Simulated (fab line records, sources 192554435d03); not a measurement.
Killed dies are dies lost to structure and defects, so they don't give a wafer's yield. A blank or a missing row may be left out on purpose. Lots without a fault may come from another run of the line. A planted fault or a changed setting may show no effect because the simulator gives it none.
Chamber matching | flow n5_finfet | N5_BEOL_M0_SAQP_ILD_DEP_01 on pecvd-04: 3 sister chambers
The step deposits SiOC from DEMS/O2, target thk 45.419 nm, time 8.7 s. 16 wafers are shown with their chamber, then 8 later ones without.

WAFERS WITH THEIR CHAMBER
wafer  | chamber | throttle_valve_pct (%) | heater_power_w (W) | showerhead_plenum_p_Torr (Torr)
L074.3 | 2       | 12.1                   | 502                | 5.721
L074.5 | 0       | 11.9                   | 443                | 5.708
L074.6 | 1       | 12.8                   | 618                | 5.688
L083.1 | 0       | 11.7                   | 453                | 5.715
L083.3 | 1       | 12.9                   | 591                | 5.689
L083.4 | 1       | 12.8                   | 593                | 5.690
L084.2 | 1       | 13.0                   | 569                | 5.702
L084.5 | 1       | 12.8                   | 584                | 5.695
L084.6 | 0       | 11.9                   | 461                | 5.704
L087.2 | 0       | 11.9                   | 472                | 5.681
L087.3 | 1       | 12.8                   | 517                | 5.689
L087.6 | 2       | 11.9                   | 497                | 5.716
L088.4 | 0       | 11.6                   | 402                | 5.699
L088.5 | 2       | 11.9                   | 537                | 5.714
L088.6 | 1       | 12.5                   | 551                | 5.706
L092.2 | 1       | 13.0                   | 604                | 5.690

SIGNATURES (means of the wafers above)
reading                  | chamber 0 | chamber 1 | chamber 2 | scatter within a chamber
throttle_valve_pct       | 11.800    | 12.825    | 11.967    | 0.147
heater_power_w           | 446.20    | 578.38    | 512.00    | 29.2
showerhead_plenum_p_Torr | 5.70140   | 5.69362   | 5.71700   | 0.00881
Rule: a wafer's distance from a chamber is the root of the sum, over the readings, of the square of ((its reading less the chamber's mean) divided by the reading's scatter). The wafer belongs to the nearest chamber; if the next one is less than 2 further off, it can't be placed. The scatter: the root of (the sum of the squares of (reading less its chamber's mean) over the shown wafers, divided by (wafers less chambers)).

WAFERS WITHOUT THEIR CHAMBER
wafer  | throttle_valve_pct (%) | heater_power_w (W) | showerhead_plenum_p_Torr (Torr)
L092.3 | 12.7                   | 585                | 5.716
L092.6 | 11.7                   | 436                | 5.691
L096.2 | 11.1                   | 522                | 5.711
L096.5 | 11.9                   | 419                | 5.709
L096.6 | 12.9                   | 599                | 5.698
L097.4 | 12.7                   | 564                | 5.697
L097.5 | 11.5                   | 508                | 5.688
L097.6 | 11.7                   | 464                | 5.700

WHICH CHAMBER EACH WENT THROUGH
wafer  | from the rows above     | in truth
L092.3 | 1                       | 1
L092.6 | 0                       | 0
L096.2 | can't be placed: 0 or 2 | 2
L096.5 | can't be placed: 0 or 2 | 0
L096.6 | 1                       | 1
L097.4 | 1                       | 1
L097.5 | can't be placed: 0 or 2 | 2
L097.6 | 0                       | 0
Placed correctly: 5 of 8. Can't be placed from these rows: 3 (the true chamber is among the candidates in 3). Placed wrongly: 0.
